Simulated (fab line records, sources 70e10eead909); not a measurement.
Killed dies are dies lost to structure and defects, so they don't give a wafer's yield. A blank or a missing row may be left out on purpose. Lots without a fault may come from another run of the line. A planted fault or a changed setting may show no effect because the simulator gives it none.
A struck lot beside a sound one | flow nand_harc | 14 steps out of a route of 1302
Sound: wafers L113.2, L113.4, L113.5. Struck: wafers L127.2, L127.5, L127.6. The cause comes at the end.
At each step with rows: each side's tool, then ch and its chambers, then its first start. Under that, the readings that differ: sound wafers | struck wafers | difference of the means | sigmas: that difference in standard deviations of wafers without a fault.
alike: readings whose means differ by less than 2 such deviations, and words and numbers that are the same on both sides. not compared: withheld readings, readings that some wafer has no value for, bounds like >300 that may hide the same value, and numbers for which the record gives no deviation and whose values overlap.
The two part at a step that has a row with sigmas, a row that says differs or no value, or rows on one side only. Numbers that don't overlap but have no deviation are shown without sigmas and don't part them. A reading that every wafer of one side lacks parts them only if that side has two wafers or more.

first, 1 step without rows for these wafers: NHARC_A_STAIRCASE_ETCH_190 (etches the open film in C4F8/O2, target depth 100 nm, time 40.5 s).
NHARC_A_STAIRCASE_TRIM_191: chemistry O2, time 211.2 s.
  sound on rie_diel-02 ch 0,1,2; struck on rie_diel-04 ch 0,3
  reading                | sound                | struck               | difference | sigmas
  mfc_ar_sccm (sccm)     | 0 0 0.013            | 0.027 0.027 0.027    | +0.023     | +3
  throttle_valve_pct (%) | 17.067 17.040 17.058 | 17.033 17.046 17.030 | -0.019     | -2
  alike: chamber_pressure_mTorr, drypump_motor_current_A, o2_flow_sccm, oes_product_au, rf_vpp_V, showerhead_plenum_p_Torr
  not compared: rf_hours_counter_h
then, 3 steps without rows for these wafers: NHARC_A_STAIRCASE_ETCH_192 (etches the open film in C4F8/O2, target depth 100 nm, time 40.5 s); NHARC_A_STAIRCASE_TRIM_193 (chemistry O2, time 211.2 s); NHARC_A_STAIRCASE_ETCH_194 (etches the open film in C4F8/O2, target depth 100 nm, time 40.5 s).
NHARC_A_STAIRCASE_TRIM_196: chemistry O2, time 211.2 s.
  sound on rie_diel-04 ch 1,2,3, day 16 04:34; struck on rie_diel-04 ch 0,3, day 21 23:33
  alike: chamber_pressure_mTorr, drypump_motor_current_A, mfc_ar_sccm, o2_flow_sccm, oes_product_au, rf_vpp_V, showerhead_plenum_p_Torr, throttle_valve_pct
  not compared: rf_hours_counter_h
then, 2 steps without rows for these wafers: NHARC_A_STAIRCASE_ETCH_197 (etches the open film in C4F8/O2, target depth 100 nm, time 40.5 s); NHARC_A_STAIRCASE_TRIM_198 (chemistry O2, time 211.2 s).
NHARC_A_STAIRCASE_ETCH_199: etches the open film in C4F8/O2, target depth 100 nm, time 40.5 s.
  sound on rie_diel-04 ch 1,2,3; struck on rie_diel-04 ch 0,2,3
  alike: oes_product_au, rf_vpp_V
  not compared: rf_hours_counter_h
then, 1 step without rows for these wafers: NHARC_A_STAIRCASE_TRIM_200 (chemistry O2, time 211.2 s).
NHARC_A_STAIRCASE_ETCH_201: etches the open film in C4F8/O2, target depth 100 nm, time 40.5 s.
  sound on rie_diel-04 ch 1,2; struck on rie_diel-04 ch 0,3
  alike: oes_product_au, rf_vpp_V
  not compared: rf_hours_counter_h
NHARC_A_STAIRCASE_TRIM_202: chemistry O2, time 211.2 s.
  sound on rie_diel-04 ch 1,2,3, day 16 05:25; struck on rie_diel-04 ch 2,3, day 22 00:17
  no value came back on the struck wafers for any of 9 readings (bias_w (W), chamber_pressure_mTorr (mTorr) and others); on the sound wafers bias_w (W) reads 0 0 0
  not compared: rf_hours_counter_h
NHARC_A_STAIRCASE_ETCH_203: etches the open film in C4F8/O2, target depth 100 nm, time 40.5 s.
  sound on rie_diel-04 ch 1,2,3; struck on rie_diel-04 ch 0,2,3
  alike: oes_product_au, rf_vpp_V
  not compared: rf_hours_counter_h
-- the record jumps here: 8 days lie between the struck wafers' starts before and after (it left off in module A_STAIRCASE and takes up again in module END, whose first step shown is number 1302 of the route) --
NHARC_END_SORT_01:
  the record has rows for the struck wafers here (prober-01 ch 0, day 30 05:18) and none for the sound ones

WHERE THEY PART
First at NHARC_A_STAIRCASE_TRIM_191; last, within this record, at NHARC_END_SORT_01.

WHY: what the simulator had put in
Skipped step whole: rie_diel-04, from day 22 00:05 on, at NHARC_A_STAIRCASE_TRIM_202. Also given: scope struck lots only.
